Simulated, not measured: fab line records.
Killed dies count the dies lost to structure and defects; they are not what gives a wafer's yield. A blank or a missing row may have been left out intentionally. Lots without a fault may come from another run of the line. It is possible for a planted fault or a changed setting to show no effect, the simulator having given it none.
fab line records	flow nand_harc
[record] lots = 12	wafers = 35	last_day = 33
route steps=1302 shown A_CONTACT@1098 A_BLC@1117
lots that met no fault: taken from a fault-free run of the same line
start_h: hours from the record's opening day to when the first of the lot's shown wafers began	wait_h: hours since the lot's step before	" the same as in the row above	L1.1+2: several wafers, shown together as one row	- either no value or no given start	* or withheld: withheld	< > ~ a bound
route shown NAME@n: a module of which the file shows steps, and the number in the route of the first	usual: mean/standard deviation of fault-free wafers	same: alike in all rows	chamber/n: place in a boat	sites: per-site readings	_std_site: how widely they spread, as a standard deviation	_edge_site: mean of outer sites minus mean of inner sites	radius_mm: for every site, how far away it sits from the centre of the wafer	mask NAME#n: copy n	behind: the most recent tool/chamber to have shaped the wafer	hold: why the lot went on hold/how many hours it stayed there/how the hold came to an end	device: whichever transistor did not switch (one of n, p or np)	end of line: the route-end tests of the same wafers	for a step that has no rows: nothing shown but its recipe	killed: dies lost to structure and defects at the first sort, not the wafer's yield	map: the dies of a wafer, with x for killed, . for not killed, _ for no die there
set.NAME: the setting as run; set.NAME@STEP: as run at that earlier step	model.NAME: the simulator's own value behind a step, which no gauge read
a sample of lots followed through the steps of the route, with each step as a table and each wafer as a row
services: the hour from which a tool's chamber was out of use, counted from the record's first day as start_h (under 0 if before that day), plus the number of hours and why
[[steps]]
[step NHARC_A_CONTACT_ETCH_110]
[recipe] target_depth_a = 600	overetch_a = 60	time_s = 33	ion_energy_ev = 100	cf4_flow_sccm = 80	o2_flow_sccm = 20	ar_flow_sccm = 0	rf_w = 300	bias_w = 100	chemistry = CF4/O2
[usual] drypump_motor_current_A = 5.8/0.45	oes_f_703_au = 1.000/0.0049	oes_product_au = 1.001/0.011	rf_vpp_V = 197.6/1.4	run_length_s = 54.5/0.43	showerhead_plenum_p_Torr = 1.32/0.05	throttle_valve_pct = 13.397/0.0088
lot.wafer	tool	chamber	start_h	wait_h	drypump_motor_current_A	oes_f_703_au	oes_product_au	rf_hours_counter_h	rf_vpp_V	run_length_s	showerhead_plenum_p_Torr	throttle_valve_pct
L486.1	rie_diel-02	3	532.32	0.1	4.7	1.010	0.993	42	197.4	55.0	1.34	13.406
L486.3	"	0	"	"	5.3	0.998	0.982	41	198.0	54.3	1.37	13.401
L486.6	"	0	"	"	5.3	0.998	0.992	-	197.4	54.4	1.37	13.398
L483.3	rie_diel-08	1	535.23	0.1	6.0	1.006	1.023	25	197.3	54.2	1.30	13.389
L483.6	"	1	"	"	6.0	0.995	1.027	-	197.3	54.4	1.30	13.391
L483.5	"	2	"	"	6.0	1.004	1.019	-	196.5	55.0	1.25	13.409
L490.3	rie_diel-02	3	595.34	0.1	4.7	1.000	1.007	4	198.0	55.3	1.33	13.394
L490.2	"	1	"	"	6.4	0.996	1.002	4	199.2	53.5	1.43	13.402
L493.1	rie_diel-13	3	623.30	0.1	5.4	0.996	1.009	34	199.3	54.6	1.44	13.406
L493.2	"	0	"	"	6.0	1.002	1.007	32	196.7	54.7	1.28	13.413
L493.5	"	1	"	"	5.9	1.004	0.997	-	198.7	53.8	1.35	13.397
L497.2	rie_diel-08	1	653.85	0.1	6.0	1.000	0.986	14	198.5	54.4	1.30	13.401
L497.1	"	3	"	"	5.7	0.995	0.993	15	198.9	54.5	1.35	13.391
L497.6	"	1	"	"	6.0	1.002	0.985	-	197.8	54.3	1.30	13.400
L498.2	rie_diel-08	2	656.00	0.1	6.1	0.998	1.014	17	193.7	55.3	1.25	13.389
L498.5	"	0	"	"	6.3	0.999	0.991	-	197.7	54.2	1.30	13.396
L498.6	"	1	"	"	6.0	0.993	0.999	-	197.7	54.1	1.30	13.400
L500.1	rie_diel-08	2	693.64	0.1	6.1	1.002	1.010	21	195.5	54.8	1.25	13.392
L500.6	"	2	"	"	6.1	0.996	1.015	-	194.8	54.7	1.25	13.402
L500.5	"	3	"	"	5.7	1.010	1.007	-	197.9	54.9	1.35	13.400
L499.2	rie_diel-08	0	696.86	0.1	6.3	1.001	0.994	20	196.9	54.1	1.30	13.399
L499.5	"	2	"	"	6.1	1.004	1.009	-	195.6	54.6	1.25	13.410
L499.6	"	3	"	"	5.7	1.012	1.005	-	197.9	54.3	1.35	13.396
L501.4	rie_diel-08	1	711.46	0.1	6.0	1.003	0.992	21	196.8	54.5	1.30	13.374
L501.3	"	2	"	"	6.1	1.007	0.997	23	196.4	55.0	1.25	13.412
L501.2	"	3	"	"	5.7	1.000	0.991	21	198.5	54.5	1.35	13.387
L502.1	rie_diel-13	0	718.19	0.1	6.0	0.990	0.997	5	196.7	54.2	1.27	13.392
L502.6	"	2	"	"	5.3	1.009	0.990	-	196.0	53.6	1.25	13.397
L502.4	"	0	"	"	6.0	1.006	1.009	-	196.0	54.0	1.27	13.398
L504.1	rie_diel-08	2	736.55	0.1	6.2	1.000	0.997	2	197.1	55.2	1.25	13.401
L504.4	"	3	"	"	5.7	1.002	0.999	2	196.7	54.4	1.35	13.406
L504.2	"	0	"	"	6.3	0.991	1.006	2	196.6	54.6	1.30	13.405
L506.2	rie_diel-02	0	747.68	0.1	5.2	0.997	0.998	60	198.6	54.4	1.35	13.402
L506.1	"	2	"	"	5.4	1.007	1.005	59	196.6	54.5	1.31	13.401
L506.5	"	3	"	"	4.7	1.000	1.002	-	197.5	54.5	1.32	13.418
[step NHARC_A_CONTACT_CMP_20]
[recipe] t_overpolish_s = 30	target_thk_nm = 300
[usual] motor_current_A = 12.1/0.96	overpolish_run_s = 30.001/0.0088	retaining_ring_pressure_frac = 1.000/0.0051	time_to_endpoint_s = 61/3.5
lot.wafer	tool	chamber	start_h	wait_h	motor_current_A	overpolish_run_s	retaining_ring_pressure_frac	time_to_endpoint_s
L486.3	cmp-03	3	534.78	0.9	11.4	29.994	0.999	61
L486.1	"	2	"	"	11.9	30.009	0.994	58
L486.6	"	3	"	"	11.7	29.995	1.005	58
L483.3	cmp-02	2	537.73	0.9	12.8	30.011	1.005	62
L483.5	"	1	"	"	13.6	30.003	1.001	57
L483.6	"	2	"	"	12.3	30.013	1.000	61
L490.2	cmp-03	2	597.08	0.8	11.8	30.001	0.995	59
L490.3	"	3	"	"	10.9	30.006	0.993	63
L493.1	cmp-04	1	625.03	0.8	11.7	30.005	1.003	64
L493.2	"	2	"	"	14.5	30.001	0.996	61
L493.5	"	1	"	"	10.8	30.007	1.002	60
L497.1	cmp-03	3	656.31	1.4	11.6	30.003	0.999	69
L497.2	"	2	"	"	11.2	30.006	1.012	66
L497.6	"	0	"	"	11.7	29.992	0.999	73
L498.2	cmp-03	2	657.78	0.8	11.9	29.994	1.003	58
L498.6	"	0	"	"	12.2	29.996	1.000	62
L498.5	"	1	"	"	12.9	29.999	1.012	61
L500.1	cmp-03	3	695.41	0.8	11.3	30.019	0.994	64
L500.6	"	2	"	"	12.1	29.993	1.002	62
L500.5	"	3	"	"	11.7	29.995	0.997	63
L499.2	cmp-03	2	698.65	0.7	11.6	30.009	1.001	58
L499.5	"	0	"	"	11.8	29.998	0.997	65
L499.6	"	1	"	"	13.2	29.999	0.997	63
L501.4	cmp-04	0	713.19	0.4	12.0	30.016	1.002	57
L501.2	"	1	"	"	11.6	29.997	1.005	55
L501.3	"	2	"	"	14.8	30.003	1.000	57
L502.4	cmp-02	1	720.22	0.6	13.2	30.006	0.998	57
L502.1	"	2	"	"	12.8	29.994	0.999	62
L502.6	"	0	"	"	12.3	29.996	1.005	63
L504.1	cmp-04	0	738.31	0.7	12.0	30.011	0.990	56
L504.4	"	1	"	"	11.0	29.990	1.001	59
L504.2	"	2	"	"	13.4	30.002	0.999	52
L506.1	cmp-03	2	749.50	0.6	12.1	30.001	1.008	61
L506.2	"	3	"	"	11.5	29.993	1.004	63
L506.5	"	2	"	"	11.5	30.001	1.009	59
[step NHARC_A_BLC_CD_MEAS_10]
[recipe] target_cd_nm = 100	landing_energy_ev = 500
[usual] cd_nm = 99.6/0.68
lot.wafer	tool	chamber	start_h	wait_h	cd_nm
L486.1	cd_sem-03	0	535.56	-	98.5
L486.3	"	0	"	"	99.3
L486.6	"	0	"	"	98.8
L483.3	cd_sem-02	0	538.61	-	100.3
L483.5	"	0	"	"	100.1
L483.6	"	0	"	"	100.6
L490.2	cd_sem-02	0	598.00	-	99.8
L490.3	"	0	"	"	100.3
L493.1	cd_sem-01	0	625.94	-	100.6
L493.2	"	0	"	"	100.2
L493.5	"	0	"	"	100.6
L497.1	cd_sem-03	0	660.45	-	98.9
L497.2	"	0	"	"	98.8
L497.6	"	0	"	"	99.1
L498.2	cd_sem-03	0	660.49	-	99.5
L498.5	"	0	"	"	100.3
L498.6	"	0	"	"	99.9
L500.1	cd_sem-01	0	696.17	-	100.2
L500.5	"	0	"	"	100.5
L500.6	"	0	"	"	99.4
L499.2	cd_sem-02	0	699.52	-	99.0
L499.5	"	0	"	"	99.3
L499.6	"	0	"	"	99.2
L501.2	cd_sem-02	0	714.10	-	100.7
L501.3	"	0	"	"	99.7
L501.4	"	0	"	"	99.4
L502.1	cd_sem-03	0	720.96	-	101.0
L502.4	"	0	"	"	100.6
L502.6	"	0	"	"	100.3
L504.1	cd_sem-03	0	739.19	-	99.5
L504.2	"	0	"	"	99.7
L504.4	"	0	"	"	99.8
L506.1	cd_sem-02	0	750.42	-	100.7
L506.2	"	0	"	"	99.2
L506.5	"	0	"	"	100.0
[step NHARC_A_BLC_ETCH_17]
[recipe] target_depth_a = 3900	over_etch_frac = 0.25	time_s = 609.38	ion_energy_ev = 200	n2_flow_sccm = 150	h2_flow_sccm = 150	ar_flow_sccm = 0	rf_w = 400	bias_w = 150	chemistry = N2/H2
[usual] drypump_motor_current_A = 5.7/0.37	oes_product_au = 0.998/0.012	rf_vpp_V = 429.6/2.5	run_length_s = 630.4/0.48	showerhead_plenum_p_Torr = 2.00/0.089	throttle_valve_pct = 14.172/0.008
lot.wafer	tool	chamber	start_h	wait_h	drypump_motor_current_A	oes_product_au	rf_hours_counter_h	rf_vpp_V	run_length_s	showerhead_plenum_p_Torr	throttle_valve_pct
L486.1	rie_diel-10	2	535.92	-	5.2	0.995	26	429.5	631.1	1.98	14.170
L486.3	"	3	"	"	5.5	0.993	40	426.7	630.4	1.91	14.180
L486.6	"	2	"	"	5.2	0.990	-	428.8	631.2	1.98	14.162
L483.3	rie_diel-07	2	539.10	-	6.3	0.997	4	429.8	631.2	2.04	14.172
L483.6	"	3	"	"	6.1	1.022	-	428.4	630.9	1.95	14.179
L483.5	"	0	"	"	5.6	1.008	-	427.6	630.1	1.93	14.170
L490.3	rie_diel-07	0	598.36	-	5.5	1.006	9	426.7	630.2	1.93	14.172
L490.2	"	3	"	"	6.1	1.025	9	427.0	586.6	1.95	14.170
L493.1	rie_diel-07	2	626.39	-	6.3	1.001	10	429.4	630.9	2.04	14.171
L493.2	"	3	"	"	6.1	1.014	11	429.0	586.7	1.95	14.162
L493.5	"	1	"	"	6.0	0.996	-	433.7	585.7	2.16	14.183
L497.2	rie_diel-10	2	660.86	-	5.2	1.009	20	426.9	631.5	1.96	14.166
L497.1	"	0	"	"	5.7	0.993	18	426.7	630.3	1.92	14.173
L497.6	"	2	"	"	5.2	1.003	-	428.4	631.4	1.96	14.175
L498.2	rie_diel-05	0	660.95	-	5.9	1.001	6	431.5	630.2	2.02	14.172
L498.5	"	2	"	"	5.0	0.968	-	430.9	630.3	2.00	14.176
L498.6	"	3	"	"	5.4	0.993	-	434.2	631.2	2.13	14.175
L500.1	rie_diel-07	2	696.62	-	6.3	1.000	3	431.3	630.9	2.03	14.164
L500.5	"	0	"	"	5.6	1.004	-	428.1	630.1	1.92	14.177
L500.6	"	1	"	"	6.1	0.988	-	433.9	629.8	2.15	14.179
L499.2	rie_diel-07	1	699.92	-	6.1	0.992	3	435.0	629.8	2.15	14.168
L499.5	"	0	"	"	5.6	0.999	-	428.9	630.3	1.92	14.173
L499.6	"	1	"	"	6.1	0.996	-	433.2	630.3	2.15	14.180
L501.4	rie_diel-05	0	714.46	-	5.9	0.999	9	429.6	630.2	2.01	14.163
L501.3	"	1	"	"	5.2	0.977	9	426.8	630.0	1.89	14.170
L501.2	"	2	"	"	5.0	0.978	7	429.3	630.2	2.00	14.171
L502.1	rie_diel-10	1	721.36	-	5.7	1.006	38	430.3	630.0	2.01	14.166
L502.4	"	3	"	"	5.6	1.020	-	426.8	630.2	1.89	14.176
L502.6	"	0	"	"	5.7	0.994	-	429.1	630.6	1.91	14.190
L504.1	rie_diel-07	1	739.83	-	6.1	0.984	7	433.1	629.7	2.15	14.170
L504.2	"	2	"	"	6.3	1.004	7	430.9	630.8	2.03	14.178
L504.4	"	1	"	"	6.1	0.997	-	432.8	630.1	2.15	14.163
L506.2	rie_diel-10	1	750.85	-	5.6	0.996	48	429.9	630.2	2.01	14.180
L506.1	"	2	"	"	5.2	1.007	44	429.8	631.3	1.95	14.175
L506.5	"	1	"	"	5.7	1.003	-	429.4	630.5	2.01	14.169
[[services]]
tool	chamber	start_h	hours	kind
cmp-04	-	508.93	4.4	repair
cmp-04	-	519.15	0.3	repair
rie_diel-08	-	544.80	9.0	pm
cmp-03	-	552.18	1.8	repair
cmp-03	-	554.02	4.0	pm
rie_diel-07	2	566.43	3.6	repair
rie_diel-08	1	569.57	13.0	repair
cmp-04	-	578.54	0.4	repair
rie_diel-10	-	597.03	9.0	pm
cmp-04	-	601.04	4.0	pm
rie_diel-07	2	631.67	4.4	repair
cmp-04	-	636.89	0.8	repair
rie_diel-10	-	638.69	0.8	repair
rie_diel-07	1	638.78	23.3	repair
rie_diel-07	-	649.12	9.0	pm
cmp-03	-	652.02	4.0	pm
rie_diel-08	3	681.75	2.5	repair
cmp-04	-	699.04	4.0	pm
cmp-04	-	707.94	2.7	repair
cmp-04	-	711.69	1.1	repair
rie_diel-10	2	714.78	22.2	repair
rie_diel-08	-	721.96	9.0	pm
rie_diel-07	0	732.06	13.2	repair
cmp-03	-	750.02	4.0	pm
[[key]]
[first_sign] step = NHARC_A_BLC_ETCH_17	reading = run_length_s	direction = down	sigmas = 91	usual = *	struck = *
effect none on later readings
met_at NHARC_A_BLC_ETCH_17
struck_lots L490,L493
struck_wafers L490.2,L493.2,L493.5
tester_left_out L490,L493
not_acting_at NHARC_A_CONTACT_ETCH_110,NHARC_A_CONTACT_CMP_20,NHARC_A_BLC_CD_MEAS_10
onset_between 539.10 598.36
[fault] kind = process_parameter_drift	tool = rie_diel-07	chamber = -	onset_h = 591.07	steps = NHARC_A_BLC_ETCH_17	channel = time_s	offset = *	shape = step	end_h = 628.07	scope = struck_wafers_only	acts_in = *	stated = *
// tester_left_out: of these lots the tester's yield and bins aren't shown, on N5 and GAA mostly nor the transistor test; their killed dies are dies lost to structure and defects alone, not to doping, threshold or leakage, so they don't give the yield
